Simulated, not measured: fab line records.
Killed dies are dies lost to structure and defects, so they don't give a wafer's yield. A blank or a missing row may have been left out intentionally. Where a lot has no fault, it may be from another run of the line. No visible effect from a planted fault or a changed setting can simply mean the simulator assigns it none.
fab line records	flow nandHarc
record: lots: 5	wafers: 15	lastDay: 25
route steps=1159 shown A_CHANNEL_HOLE_D1@465
lots with no fault: from the same line, run without faults
startH: hours from the record's opening day to when the first of the lot's shown wafers began	waitH: how many hours have passed since the lot's step before this one	" repeats the value in the row above	L1.1+2: a single row standing in for several wafers	- no value, or no start was given	* or withheld: withheld	< > ~ a bound
route shown NAME@n: NAME is a module with steps in the file, n the number in the route of the first one	usual: average and standard deviation across the fault-free wafers	same: alike in all rows	chamber/n: place in a boat	sites: the reading at each site	_std_site: the values' standard deviation	_edge_site: the outer-site mean with the inner-site mean subtracted	radiusMm: for every site, how far away it sits from the centre of the wafer	mask NAME#n: copy n	behind: tool/chamber where the wafer was last shaped	hold: what put the lot on hold/how long, in hours/how the hold closed	device: the transistor (n, p or np) that didn't switch	end of line: the route-end tests of the same wafers	step lacking rows: just its recipe	killed: dies lost to structure and defects at the first sort, not the wafer's yield	map: shows each die of a wafer: x if killed, . if not, _ if none is there
set.NAME: the setting that was run; set.NAME@STEP: the one run at that earlier step	model.NAME: the simulator's own value behind a step, which no gauge read
lots seen at some steps along the route; tables by step, rows by wafer
services: from which hour (startH, from the record's first day; less than 0 if before it) a tool's chamber was out of use, for how many hours, and why
== steps ==
step: NHARC_A_CHANNEL_HOLE_D1_DESCUM_15
recipe: timeS: 3	o2FlowSccm: 200	arFlowSccm: 0	biasPowerW: 0	chemistry: O2
usual: chamberPressureMTorr: 59.99/0.058	drypumpMotorCurrentA: 5.8/0.33	oesProductAu: 0.997/0.012	rfVppV: 57.9/0.89	showerheadPlenumPTorr: 1.96/0.067	throttleValvePct: 11.312/0.0093
same: biasPowerW: 0
lot.wafer	tool	chamber	startH	waitH	chamberPressureMTorr	drypumpMotorCurrentA	oesProductAu	rfHoursCounterH	rfVppV	showerheadPlenumPTorr	throttleValvePct
L081.3	rieDiel-08	0	206.51	0.1	60.16	5.5	0.970	5	58.7	2.05	11.312
L081.5	"	3	"	"	59.93	6.2	1.007	-	58.2	1.96	11.307
L081.6	"	1	"	"	59.86	5.8	0.999	-	58.4	1.99	11.325
L093.4	rieDiel-01	3	287.77	0.1	59.98	5.6	0.987	13	58.8	1.95	11.294
L093.2	"	1	"	"	59.87	6.1	1.013	9	59.4	2.04	11.321
L093.6	"	0	"	"	60.00	6.0	0.994	-	57.9	1.81	11.294
L091.1	rieDiel-07	1	289.41	0.1	60.09	5.2	1.006	3	57.4	2.05	11.303
L091.2	"	3	"	"	60.07	6.3	1.024	3	56.3	1.91	11.327
L091.3	"	0	"	"	60.01	5.4	0.997	3	56.7	1.94	11.318
L096.3	rieDiel-01	0	303.71	0.1	59.95	6.1	0.999	13	55.6	1.81	11.317
L096.2	"	1	"	"	59.97	6.1	1.012	11	57.3	2.04	11.314
L096.1	"	2	"	"	59.92	6.0	0.993	12	56.7	1.99	11.322
L097.4	rieDiel-08	1	323.51	0.1	60.06	5.8	1.004	1	58.0	1.99	11.317
L097.3	"	3	"	"	59.89	6.2	0.987	1	59.7	1.96	11.317
L097.1	"	0	"	"	59.99	5.5	0.990	1	57.7	2.04	11.324
step: NHARC_A_CHANNEL_HOLE_D1_ETCH_38
recipe: targetDepthA: 390	overEtchFrac: 0.3	timeS: 65	ionEnergyEv: 80	cf4FlowSccm: 150	arFlowSccm: 0	rfW: 300	biasW: 100	chemistry: CF4
usual: chamberPressureMTorr: 50.00/0.049	drypumpMotorCurrentA: 5.8/0.32	oesProductAu: 0.996/0.011	rfFwdPowerW: 297.5/1.2	rfVppV: 151.8/1.1	showerheadPlenumPTorr: 1.81/0.058	throttleValvePct: 13.285/0.0088
lot.wafer	tool	chamber	startH	waitH	chamberPressureMTorr	drypumpMotorCurrentA	oesProductAu	rfFwdPowerW	rfHoursCounterH	rfVppV	showerheadPlenumPTorr	throttleValvePct
L081.3	rieDiel-08	3	206.60	0.1	49.99	6.2	1.008	297.9	5	153.1	1.81	13.287
L081.6	"	0	"	"	49.97	5.5	0.971	297.0	-	153.3	1.88	13.288
L081.5	"	1	"	"	50.04	5.8	0.991	297.1	-	152.3	1.84	13.283
L093.2	rieDiel-01	3	287.86	0.1	50.02	5.6	1.000	298.8	13	151.1	1.80	13.295
L093.4	"	0	"	"	50.04	6.1	0.997	297.7	12	148.6	1.68	13.277
L093.6	"	3	"	"	49.94	5.6	1.005	298.9	-	152.6	1.80	13.282
L091.2	rieDiel-07	2	289.50	0.1	50.00	5.6	1.011	294.9	3	150.9	1.80	13.286
L091.1	"	3	"	"	49.99	6.3	1.015	299.5	3	151.9	1.77	13.282
L091.3	"	0	"	"	50.07	5.4	1.012	298.7	3	150.8	1.79	13.282
L096.3	rieDiel-01	2	303.80	0.1	49.94	6.0	0.985	298.9	12	151.2	1.83	13.286
L096.2	"	3	"	"	50.01	5.6	0.993	296.7	14	151.1	1.80	13.278
L096.1	"	0	"	"	50.04	6.1	0.996	296.3	13	150.2	1.68	13.301
L097.4	rieDiel-08	3	323.60	0.1	50.07	6.2	0.992	295.8	1	151.7	1.80	13.288
L097.1	"	0	"	"	49.91	5.5	0.996	296.5	1	152.0	1.88	13.270
L097.3	"	2	"	"	49.97	5.3	0.982	298.4	1	152.3	1.82	13.281
step: NHARC_A_CHANNEL_HOLE_D1_ETCH_39
recipe: targetDepthA: 2600	overEtchFrac: 0.3	timeS: 325	ionEnergyEv: 200	n2FlowSccm: 150	h2FlowSccm: 150	arFlowSccm: 0	rfW: 400	biasW: 150	chemistry: N2/H2
usual: chamberPressureMTorr: 30.005/0.027	drypumpMotorCurrentA: 5.8/0.33	oesProductAu: 0.994/0.011	rfFwdPowerW: 399.1/1.2	rfVppV: 432.1/2.3	showerheadPlenumPTorr: 2.10/0.075	throttleValvePct: 14.172/0.0095
lot.wafer	tool	chamber	startH	waitH	chamberPressureMTorr	drypumpMotorCurrentA	oesProductAu	rfFwdPowerW	rfHoursCounterH	rfVppV	showerheadPlenumPTorr	throttleValvePct
L081.3	rieDiel-08	1	-	-	29.992	5.9	1.000	399.1	5	432.2	2.13	14.167
L081.6	"	0	"	"	29.988	5.5	0.972	399.5	-	434.1	2.19	14.166
L081.5	"	1	"	"	29.965	5.8	0.989	400.9	-	433.3	2.13	14.157
L093.4	rieDiel-01	1	-	-	29.994	6.1	1.011	396.0	9	434.6	2.18	14.170
L093.2	"	0	"	"	29.962	6.1	0.993	399.4	12	426.9	1.92	14.175
L093.6	"	1	"	"	30.036	6.1	1.005	396.4	-	434.1	2.18	14.165
L091.2	rieDiel-07	1	-	-	29.974	5.2	0.990	401.3	3	434.4	2.19	14.183
L091.3	"	2	"	"	30.012	5.6	1.004	398.3	3	431.6	2.09	14.166
L091.1	"	0	"	"	29.939	5.4	1.005	400.3	3	432.7	2.07	14.168
L096.1	rieDiel-01	1	-	-	30.023	6.1	1.012	395.8	11	433.4	2.18	14.163
L096.3	"	2	"	"	30.070	5.9	0.998	401.1	12	433.7	2.12	14.168
L096.2	"	3	"	"	30.014	5.6	1.000	399.5	14	431.7	2.07	14.155
L097.4	rieDiel-08	2	-	-	30.029	5.3	0.984	400.4	1	431.3	2.10	14.172
L097.1	"	3	"	"	30.028	6.2	0.981	400.1	1	431.8	2.09	14.161
L097.3	"	1	"	"	29.999	5.8	0.993	396.9	1	433.5	2.12	14.176
step: NHARC_A_CHANNEL_HOLE_D1_ETCH_34
recipe: targetDepthA: 1540	timeS: 77	cf4FlowSccm: 100	chf3FlowSccm: 30	arFlowSccm: 0	rfW: 500	biasW: 200	chemistry: CF4/CHF3
usual: chamberPressureMTorr: 24.999/0.021	drypumpMotorCurrentA: 5.8/0.33	oesProductAu: 0.938/0.022	rfFwdPowerW: 496.4/1.8	rfVppV: 371.9/1.9	showerheadPlenumPTorr: 1.61/0.053	throttleValvePct: 16.803/0.0098
lot.wafer	tool	chamber	startH	waitH	chamberPressureMTorr	drypumpMotorCurrentA	oesProductAu	rfFwdPowerW	rfHoursCounterH	rfVppV	showerheadPlenumPTorr	throttleValvePct
L081.3	rieDiel-08	0	-	-	24.985	5.5	0.896	496.8	5	373.5	1.68	16.797
L081.6	"	1	"	"	24.983	5.8	0.920	497.2	-	372.1	1.63	16.794
L081.5	"	2	"	"	24.982	5.3	0.929	497.6	-	371.2	1.62	16.819
L093.4	rieDiel-01	0	-	-	25.039	6.1	0.951	499.3	12	366.9	1.49	16.809
L093.2	"	2	"	"	24.969	5.9	0.961	496.9	10	373.1	1.63	16.805
L093.6	"	0	"	"	25.015	6.1	0.960	497.6	-	368.1	1.49	16.795
L091.2	rieDiel-07	2	-	-	24.992	5.5	0.970	496.2	3	371.3	1.61	16.802
L091.3	"	3	"	"	25.040	6.3	0.990	496.7	3	369.9	1.57	16.800
L091.1	"	0	"	"	25.009	5.4	0.974	496.6	3	371.7	1.59	16.798
L096.2	rieDiel-01	2	-	-	24.970	5.9	0.927	496.7	12	372.4	1.63	16.812
L096.3	"	3	"	"	25.012	5.6	0.925	495.3	14	372.8	1.60	16.807
L096.1	"	0	"	"	24.993	6.1	0.922	495.6	13	367.1	1.49	16.812
L097.1	rieDiel-08	3	-	-	24.991	6.2	0.964	496.1	1	373.8	1.61	16.796
L097.4	"	0	"	"	24.978	5.5	0.977	498.0	1	373.1	1.67	16.794
L097.3	"	2	"	"	25.016	5.3	0.957	495.9	1	373.1	1.62	16.796
step: NHARC_A_CHANNEL_HOLE_D1_ETCH_16
recipe: targetDepthA: 31000	overEtchFrac: 0.3	timeS: 806	ionEnergyEv: 150	o2FlowSccm: 400	cosFlowSccm: 20	arFlowSccm: 0	rfW: 500	biasW: 300	chemistry: O2/COS
usual: chamberPressureMTorr: 20.000/0.018	drypumpMotorCurrentA: 5.8/0.34	oesProductAu: 0.995/0.011	rfFwdPowerW: 499.4/1.6	rfVppV: 315.2/1.7	showerheadPlenumPTorr: 3.20/0.11	throttleValvePct: 28.330/0.0089
lot.wafer	tool	chamber	startH	waitH	chamberPressureMTorr	drypumpMotorCurrentA	oesProductAu	rfFwdPowerW	rfHoursCounterH	rfVppV	showerheadPlenumPTorr	throttleValvePct
L081.3	rieDiel-08	1	-	-	19.981	5.9	1.002	500.9	5	313.8	3.24	28.337
L081.5	"	1	"	"	20.017	5.8	1.007	499.3	-	315.3	3.24	28.328
L081.6	"	2	"	"	19.985	5.3	1.013	498.9	-	315.7	3.22	28.337
L093.4	rieDiel-01	2	-	-	20.007	5.9	1.000	501.1	10	316.8	3.24	28.319
L093.2	"	0	"	"	19.988	6.0	0.991	498.8	12	312.1	2.96	28.325
L093.6	"	2	"	"	19.994	6.0	0.995	501.1	-	315.5	3.24	28.322
L091.3	rieDiel-07	3	-	-	19.994	6.3	1.020	497.7	3	314.7	3.12	28.336
L091.2	"	0	"	"	20.020	5.4	0.995	498.9	4	314.7	3.16	28.333
L091.1	"	1	"	"	20.005	5.2	0.996	499.1	3	316.0	3.33	28.320
L096.3	rieDiel-01	0	-	-	20.002	6.1	0.993	500.6	13	312.9	2.96	28.337
L096.2	"	2	"	"	20.011	6.0	0.989	497.5	12	316.0	3.24	28.304
L096.1	"	3	"	"	20.054	5.6	1.000	501.4	14	314.1	3.17	28.342
L097.3	rieDiel-08	0	-	-	20.015	5.5	0.994	500.0	1	317.1	3.32	28.320
L097.4	"	1	"	"	20.011	5.8	0.997	498.2	1	317.4	3.24	28.335
L097.1	"	2	"	"	20.009	5.3	0.994	496.4	1	315.3	3.21	28.330
step: NHARC_A_CHANNEL_HOLE_D1_CD_MEAS_18
usual: cdNm: 99.1/2.4
lot.wafer	tool	chamber	startH	waitH	cdNm
L081.3	cdSem-02	-	208.08	-	96.1
L081.5	"	-	"	"	94.8
L081.6	"	-	"	"	97.2
L093.2	cdSem-01	-	288.89	-	97.9
L093.4	"	-	"	"	99.9
L093.6	"	-	"	"	100.3
L091.1	cdSem-03	-	290.52	-	99.2
L091.2	"	-	"	"	103.6
L091.3	"	-	"	"	99.9
L096.1	cdSem-01	-	304.81	-	99.3
L096.2	"	-	"	"	100.0
L096.3	"	-	"	"	97.0
L097.1	cdSem-01	-	324.62	-	99.5
L097.3	"	-	"	"	98.2
L097.4	"	-	"	"	101.0
step: NHARC_A_CHANNEL_HOLE_D1_ETCH_19
recipe: biasV: 1200	sourceW: 2500	pressureMtorr: 15	timeS: 34.5	arFlowSccm: 375	c4f8FlowSccm: 28.8	o2FlowSccm: 96.2	tempC: -20	targetDepthA: *	chemistry: C4F8/O2/Ar
usual: chamberPressureMTorr: 14.999/0.014	drypumpMotorCurrentA: 5.7/0.35	rfFwdPowerW: 2461/8.3	showerheadPlenumPTorr: 3.76/0.13	throttleValvePct: 37.037/0.01
lot.wafer	tool	chamber	startH	waitH	chamberPressureMTorr	drypumpMotorCurrentA	rfFwdPowerW	rfHoursCounterH	showerheadPlenumPTorr	throttleValvePct
L081.3	harEtch-02	1	208.19	0.1	15.020	6.2	2466	-	3.64	37.040
L081.5	"	1	"	"	14.997	6.3	2458	-	3.64	37.021
L081.6	"	0	"	"	14.998	5.4	2460	-	3.91	37.047
L093.2	harEtch-01	0	288.98	0.1	14.995	5.6	2461	228	3.85	37.039
L093.4	"	0	"	"	14.999	5.6	2464	-	3.85	37.026
L093.6	"	0	"	"	15.011	5.5	2458	-	3.85	37.038
L091.1	harEtch-01	0	293.09	2.6	15.002	5.6	2455	232	3.85	37.042
L091.2	"	1	"	"	15.008	5.7	2450	232	3.62	37.030
L091.3	"	1	"	"	14.990	5.6	2445	-	3.62	37.027
L096.2	harEtch-02	1	304.90	0.1	15.015	6.3	2459	166	3.62	37.042
L096.1	"	0	"	"	15.013	5.4	2460	166	3.89	37.015
L096.3	"	1	"	"	14.970	6.2	2466	-	3.62	37.038
L097.1	harEtch-01	0	326.94	2.3	14.985	5.5	2464	4	3.84	37.038
L097.3	"	0	"	"	15.006	5.5	2467	-	3.84	37.033
L097.4	"	1	"	"	15.006	5.6	2459	-	3.61	37.029
step: NHARC_A_CHANNEL_HOLE_D1_ETCH_20
recipe: biasV: 3000	sourceW: withheld	pressureMtorr: 20	timeS: 361.9	arFlowSccm: 375	c4f8FlowSccm: 89.3	o2FlowSccm: 35.7	tempC: -20	targetDepthA: 16000	chemistry: C4F8/O2/Ar
usual: chamberPressureMTorr: 20.001/0.02	drypumpMotorCurrentA: 5.7/0.35	showerheadPlenumPTorr: 3.72/0.12	throttleValvePct: 32.155/0.01
lot.wafer	tool	chamber	startH	waitH	chamberPressureMTorr	drypumpMotorCurrentA	rfHoursCounterH	showerheadPlenumPTorr	throttleValvePct
L081.3	harEtch-02	1	208.37	0.2	19.984	6.2	-	3.61	32.156
L081.5	"	1	"	"	19.998	6.2	-	3.61	32.151
L081.6	"	0	"	"	19.970	5.3	-	3.86	32.159
L093.2	harEtch-01	0	289.12	0.1	19.998	5.6	229	3.80	32.145
L093.4	"	0	"	"	20.007	5.5	-	3.80	32.165
L093.6	"	0	"	"	19.990	5.5	-	3.80	32.141
L091.1	harEtch-01	0	293.20	0.1	20.037	5.6	232	3.80	32.161
L091.2	"	1	"	"	20.006	5.6	232	3.58	32.155
L091.3	"	1	"	"	20.039	5.7	-	3.58	32.169
L096.2	harEtch-02	1	305.00	0.1	19.989	6.3	166	3.58	32.153
L096.1	"	0	"	"	20.027	5.4	166	3.84	32.173
L096.3	"	1	"	"	20.022	6.3	-	3.58	32.157
L097.1	harEtch-01	0	327.05	0.1	20.018	5.5	4	3.80	32.152
L097.3	"	0	"	"	20.000	5.5	-	3.80	32.136
L097.4	"	1	"	"	20.002	5.6	-	3.58	32.152
step: NHARC_A_CHANNEL_HOLE_D1_ETCH_21
recipe: biasV: 3000	sourceW: withheld	pressureMtorr: 20	timeS: 514.3	arFlowSccm: 375	c4f8FlowSccm: 89.3	o2FlowSccm: 35.7	tempC: -20	targetDepthA: 16000	chemistry: C4F8/O2/Ar
usual: chamberPressureMTorr: 20.001/0.018	drypumpMotorCurrentA: 5.7/0.35	showerheadPlenumPTorr: 3.72/0.12	throttleValvePct: 32.156/0.0094
lot.wafer	tool	chamber	startH	waitH	chamberPressureMTorr	drypumpMotorCurrentA	rfHoursCounterH	showerheadPlenumPTorr	throttleValvePct
L081.3	harEtch-02	1	208.73	0.3	20.027	6.3	-	3.61	32.169
L081.5	"	1	"	"	19.993	6.3	-	3.61	32.159
L081.6	"	0	"	"	19.982	5.4	-	3.86	32.168
L093.2	harEtch-01	0	289.46	0.3	20.002	5.6	229	3.80	32.155
L093.4	"	0	"	"	19.990	5.6	-	3.80	32.171
L093.6	"	0	"	"	20.000	5.6	-	3.80	32.156
L091.1	harEtch-01	0	293.52	0.3	19.990	5.6	233	3.80	32.144
L091.2	"	1	"	"	19.998	5.6	233	3.58	32.140
L091.3	"	1	"	"	20.010	5.6	-	3.58	32.139
L096.2	harEtch-02	1	305.32	0.3	19.987	6.3	167	3.58	32.171
L096.1	"	0	"	"	19.978	5.4	167	3.84	32.177
L096.3	"	1	"	"	20.013	6.3	-	3.58	32.151
L097.1	harEtch-01	0	327.36	0.3	19.956	5.5	4	3.79	32.162
L097.3	"	0	"	"	19.993	5.5	-	3.80	32.166
L097.4	"	1	"	"	19.989	5.6	-	3.58	32.181
step: NHARC_A_CHANNEL_HOLE_D1_ETCH_22
recipe: biasV: 3000	sourceW: withheld	pressureMtorr: 20	timeS: 666.7	arFlowSccm: 375	c4f8FlowSccm: 89.3	o2FlowSccm: 35.7	tempC: -20	targetDepthA: 16000	chemistry: C4F8/O2/Ar
usual: chamberPressureMTorr: 20.001/0.018	drypumpMotorCurrentA: 5.7/0.35	showerheadPlenumPTorr: 3.72/0.12	throttleValvePct: 32.155/0.0088
lot.wafer	tool	chamber	startH	waitH	chamberPressureMTorr	drypumpMotorCurrentA	rfHoursCounterH	showerheadPlenumPTorr	throttleValvePct
L081.3	harEtch-02	1	209.21	0.4	19.998	6.3	-	3.61	32.171
L081.5	"	1	"	"	19.982	6.2	-	3.61	32.158
L081.6	"	0	"	"	19.995	5.3	-	3.86	32.161
L093.2	harEtch-01	0	289.92	0.4	19.975	5.5	229	3.80	32.155
L093.4	"	0	"	"	20.011	5.5	-	3.80	32.157
L093.6	"	0	"	"	19.995	5.5	-	3.80	32.152
L091.1	harEtch-01	0	293.95	0.4	19.993	5.6	233	3.80	32.155
L091.2	"	1	"	"	19.978	5.7	233	3.58	32.164
L091.3	"	1	"	"	19.995	5.6	-	3.58	32.167
L096.2	harEtch-02	1	305.75	0.4	19.997	6.3	167	3.58	32.156
L096.1	"	0	"	"	20.007	5.3	167	3.84	32.156
L096.3	"	1	"	"	19.978	6.3	-	3.58	32.148
L097.1	harEtch-01	0	327.80	0.4	19.996	5.6	5	3.79	32.142
L097.3	"	0	"	"	20.007	5.6	-	3.79	32.151
L097.4	"	1	"	"	20.005	5.6	-	3.58	32.159
step: NHARC_A_CHANNEL_HOLE_D1_ETCH_23
recipe: biasV: 5000	sourceW: withheld	pressureMtorr: 20	timeS: 819	arFlowSccm: 375	c4f8FlowSccm: 89.3	o2FlowSccm: 35.7	tempC: -20	targetDepthA: 16000	chemistry: C4F8/O2/Ar
usual: chamberPressureMTorr: 19.998/0.017	drypumpMotorCurrentA: 5.7/0.35	showerheadPlenumPTorr: 3.72/0.12	throttleValvePct: 32.154/0.0093
lot.wafer	tool	chamber	startH	waitH	chamberPressureMTorr	drypumpMotorCurrentA	rfHoursCounterH	showerheadPlenumPTorr	throttleValvePct
L081.3	harEtch-02	1	209.83	0.5	20.000	6.3	-	3.60	32.137
L081.5	"	1	"	"	20.016	6.3	-	3.61	32.155
L081.6	"	0	"	"	19.986	5.4	-	3.86	32.150
L093.2	harEtch-01	0	290.51	0.5	19.990	5.5	230	3.80	32.153
L093.4	"	0	"	"	19.997	5.5	-	3.80	32.140
L093.6	"	0	"	"	20.034	5.6	-	3.80	32.129
L091.1	harEtch-01	0	294.51	0.5	20.006	5.6	234	3.80	32.155
L091.2	"	1	"	"	19.989	5.6	234	3.58	32.159
L091.3	"	1	"	"	19.974	5.7	-	3.58	32.167
L096.2	harEtch-02	1	306.32	0.5	20.013	6.2	168	3.58	32.179
L096.1	"	0	"	"	20.000	5.4	168	3.84	32.161
L096.3	"	1	"	"	19.992	6.3	-	3.58	32.147
L097.1	harEtch-01	0	328.37	0.5	20.008	5.5	5	3.79	32.163
L097.3	"	0	"	"	20.008	5.5	-	3.79	32.153
L097.4	"	1	"	"	20.031	5.6	-	3.58	32.154
step: NHARC_A_CHANNEL_HOLE_D1_ETCH_24
recipe: biasV: 5000	sourceW: withheld	pressureMtorr: 20	timeS: 906.2	arFlowSccm: 375	c4f8FlowSccm: 93.8	o2FlowSccm: 31.2	tempC: -20	targetDepthA: 15000	chemistry: C4F8/O2/Ar
usual: chamberPressureMTorr: 19.999/0.021	drypumpMotorCurrentA: 5.7/0.35	showerheadPlenumPTorr: 3.71/0.12	throttleValvePct: 32.234/0.0084
lot.wafer	tool	chamber	startH	waitH	chamberPressureMTorr	drypumpMotorCurrentA	rfHoursCounterH	showerheadPlenumPTorr	throttleValvePct
L081.3	harEtch-02	1	210.56	0.6	19.994	6.2	-	3.60	32.230
L081.5	"	1	"	"	20.024	6.2	-	3.60	32.233
L081.6	"	0	"	"	20.007	5.3	-	3.86	32.221
L093.2	harEtch-01	0	291.21	0.6	20.008	5.6	231	3.80	32.232
L093.4	"	0	"	"	19.996	5.6	-	3.80	32.222
L093.6	"	0	"	"	20.019	5.5	-	3.80	32.219
L091.1	harEtch-01	0	295.21	0.6	20.006	5.6	234	3.80	32.231
L091.2	"	1	"	"	19.989	5.7	234	3.58	32.220
L091.3	"	1	"	"	20.010	5.6	-	3.58	32.241
L096.2	harEtch-02	1	307.02	0.6	19.973	6.2	168	3.58	32.243
L096.1	"	0	"	"	19.995	5.4	168	3.83	32.245
L096.3	"	1	"	"	19.986	6.3	-	3.58	32.262
L097.1	harEtch-01	0	329.06	0.6	19.988	5.5	6	3.79	32.232
L097.3	"	0	"	"	19.990	5.6	-	3.79	32.232
L097.4	"	1	"	"	20.006	5.6	-	3.57	32.230
step: NHARC_A_CHANNEL_HOLE_D1_ETCH_25
recipe: biasV: 5000	sourceW: withheld	pressureMtorr: 20	timeS: 1040.2	arFlowSccm: 375	c4f8FlowSccm: 93.8	o2FlowSccm: 31.2	tempC: -20	targetDepthA: 15000	chemistry: C4F8/O2/Ar
usual: chamberPressureMTorr: 20.000/0.02	drypumpMotorCurrentA: 5.7/0.35	showerheadPlenumPTorr: 3.71/0.12	throttleValvePct: 32.236/0.0095
lot.wafer	tool	chamber	startH	waitH	chamberPressureMTorr	drypumpMotorCurrentA	rfHoursCounterH	showerheadPlenumPTorr	throttleValvePct
L081.3	harEtch-02	1	211.36	0.7	20.011	6.2	-	3.60	32.243
L081.5	"	1	"	"	20.046	6.3	-	3.60	32.234
L081.6	"	0	"	"	20.008	5.3	-	3.86	32.220
L093.2	harEtch-01	0	291.98	0.6	19.973	5.6	231	3.80	32.231
L093.4	"	0	"	"	19.998	5.6	-	3.80	32.244
L093.6	"	0	"	"	19.996	5.5	-	3.80	32.231
L091.1	harEtch-01	0	295.98	0.6	20.025	5.6	235	3.80	32.237
L091.2	"	1	"	"	20.009	5.7	235	3.58	32.221
L091.3	"	1	"	"	19.994	5.6	-	3.58	32.239
L096.2	harEtch-02	1	307.79	0.6	20.002	6.3	169	3.58	32.249
L096.1	"	0	"	"	20.020	5.4	169	3.83	32.225
L096.3	"	1	"	"	20.004	6.3	-	3.58	32.242
L097.1	harEtch-01	0	329.82	0.6	19.955	5.6	7	3.79	32.232
L097.3	"	0	"	"	19.981	5.6	-	3.79	32.254
L097.4	"	1	"	"	20.008	5.6	-	3.57	32.241
step: NHARC_A_CHANNEL_HOLE_D1_ETCH_26
recipe: biasV: 300	sourceW: 2000	pressureMtorr: 30	timeS: 224.1	arFlowSccm: 375	c4f8FlowSccm: 11.4	o2FlowSccm: 113.6	tempC: -20	targetDepthA: 3000	chemistry: C4F8/O2/Ar
usual: chamberPressureMTorr: 30.00/0.03	drypumpMotorCurrentA: 5.7/0.35	showerheadPlenumPTorr: 3.76/0.13	throttleValvePct: 24.584/0.01
lot.wafer	tool	chamber	startH	waitH	chamberPressureMTorr	drypumpMotorCurrentA	rfHoursCounterH	showerheadPlenumPTorr	throttleValvePct
L081.3	harEtch-02	1	212.02	0.5	30.05	6.3	-	3.65	24.590
L081.5	"	1	"	"	30.10	6.3	-	3.65	24.582
L081.6	"	0	"	"	30.00	5.3	-	3.92	24.588
L093.2	harEtch-01	0	292.74	0.6	29.99	5.5	232	3.85	24.578
L093.4	"	0	"	"	29.99	5.6	-	3.85	24.592
L093.6	"	0	"	"	30.02	5.6	-	3.85	24.587
L091.1	harEtch-01	0	296.86	0.7	30.01	5.6	236	3.85	24.556
L091.2	"	1	"	"	30.03	5.6	236	3.62	24.584
L091.3	"	1	"	"	30.06	5.6	-	3.62	24.580
L096.2	harEtch-02	1	308.67	0.7	29.93	6.3	170	3.62	24.579
L096.1	"	0	"	"	30.03	5.4	170	3.89	24.584
L096.3	"	1	"	"	30.02	6.3	-	3.62	24.599
L097.1	harEtch-01	0	330.70	0.7	29.91	5.6	8	3.84	24.593
L097.3	"	0	"	"	29.98	5.5	-	3.84	24.585
L097.4	"	1	"	"	30.01	5.6	-	3.61	24.595
step: NHARC_A_CHANNEL_HOLE_D1_ETCH_33
recipe: biasV: 400	sourceW: 2000	pressureMtorr: 25	timeS: 90	arFlowSccm: 375	c4f8FlowSccm: 41.7	o2FlowSccm: 83.3	tempC: -20	targetDepthA: 4000	chemistry: C4F8/O2/Ar
usual: chamberPressureMTorr: 25.004/0.022	drypumpMotorCurrentA: 5.7/0.35	rfFwdPowerW: 1991/5.8	showerheadPlenumPTorr: 3.75/0.13	throttleValvePct: 27.620/0.009
lot.wafer	tool	chamber	startH	waitH	chamberPressureMTorr	drypumpMotorCurrentA	rfFwdPowerW	rfHoursCounterH	showerheadPlenumPTorr	throttleValvePct
L081.3	harEtch-02	1	212.22	0.2	25.017	6.2	1992	-	3.64	27.617
L081.5	"	1	"	"	25.045	6.3	1991	-	3.64	27.616
L081.6	"	0	"	"	25.010	5.4	1993	-	3.91	27.606
L093.2	harEtch-01	0	292.94	0.2	25.038	5.6	1994	232	3.85	27.623
L093.4	"	0	"	"	24.999	5.5	1993	-	3.84	27.611
L093.6	"	0	"	"	24.966	5.6	1988	-	3.85	27.601
L091.1	harEtch-01	0	297.06	0.2	25.009	5.5	1994	236	3.84	27.619
L091.2	"	1	"	"	24.996	5.6	1986	236	3.62	27.613
L091.3	"	1	"	"	25.014	5.6	1990	-	3.62	27.627
L096.2	harEtch-02	1	308.87	0.2	24.966	6.2	1993	170	3.62	27.618
L096.1	"	0	"	"	24.999	5.3	1977	170	3.88	27.622
L096.3	"	1	"	"	24.983	6.3	1988	-	3.62	27.636
L097.1	harEtch-01	0	330.90	0.2	24.998	5.6	1985	8	3.84	27.629
L097.3	"	0	"	"	25.006	5.5	1979	-	3.84	27.622
L097.4	"	1	"	"	25.012	5.7	1992	-	3.61	27.613
step: NHARC_A_CHANNEL_HOLE_D1_STRIP_41
recipe: n2FlowSccm: 150	h2FlowSccm: 150	arFlowSccm: 0	biasW: 0	chemistry: N2/H2
lot.wafer	tool	chamber	startH	waitH
L081.3+5+6	rieDiel-07	0,3,0	212.69	0.4
L093.4+2+6	rieDiel-01	1,2,0	293.44	0.4
L091.3+1+2	rieDiel-01	1,2,3	297.59	0.4
L096.3+1+2	rieDiel-01	0,1,2	309.41	0.4
L097.1+4+3	rieDiel-01	0,1,3	331.43	0.5
step: NHARC_A_CHANNEL_HOLE_D1_STRIP_42
recipe: cf4FlowSccm: 100	chf3FlowSccm: 30	arFlowSccm: 0	biasW: 0	chemistry: CF4/CHF3
lot.wafer	tool	chamber	startH	waitH
L081.3+5+6	rieDiel-07	0,3,0	212.78	0.1
L093.4+2+6	rieDiel-01	1,3,2	293.53	0.1
L091.1+2+3	rieDiel-01	2,3,0	297.69	0.1
L096.3+2+1	rieDiel-01	0,2,3	309.50	0.1
L097.1+4+3	rieDiel-01	1,2,3	331.52	0.1
step: NHARC_A_CHANNEL_HOLE_D1_STRIP_43
recipe: o2FlowSccm: 400	cosFlowSccm: 20	arFlowSccm: 0	biasW: 0	chemistry: O2/COS
lot.wafer	tool	chamber	startH	waitH
L081.3+6+5	rieDiel-07	2,2,3	212.84	0.1
L093.2+4+6	rieDiel-01	3,0,0	294.06	0.5
L091.3+1+2	rieDiel-01	2,3,0	297.74	0.0
L096.1+3+2	rieDiel-01	1,2,3	309.56	0.0
L097.1+4+3	rieDiel-01	3,1,2	331.58	0.1
== services ==
tool	chamber	startH	hours	kind
rieDiel-01	0	196.06	-	clean
rieDiel-01	1	196.06	-	clean
rieDiel-01	2	196.06	-	clean
rieDiel-01	3	196.06	-	clean
rieDiel-08	2	205.30	2.0	repair
rieDiel-07	-	214.35	0.5	repair
rieDiel-07	2	218.54	6.2	repair
rieDiel-01	0	220.56	-	clean
rieDiel-01	1	227.85	13.1	repair
rieDiel-07	-	228.87	9.0	pm
rieDiel-08	-	243.84	1.2	repair
rieDiel-01	2	255.05	23.7	repair
rieDiel-08	-	278.43	1.9	repair
rieDiel-08	3	295.29	2.4	repair
rieDiel-08	-	301.80	9.0	pm
harEtch-01	-	305.00	17.0	pm
harEtch-01	0	305.00	17.0	ventCycle
harEtch-01	1	305.00	17.0	ventCycle
rieDiel-01	3	310.21	17.1	repair
rieDiel-01	-	314.81	9.0	pm
harEtch-01	0	322.00	-	clean
harEtch-01	0	322.00	-	consumableReplace:focusRing
harEtch-01	1	322.00	-	clean
harEtch-01	1	322.00	-	consumableReplace:focusRing
== key ==
fault none
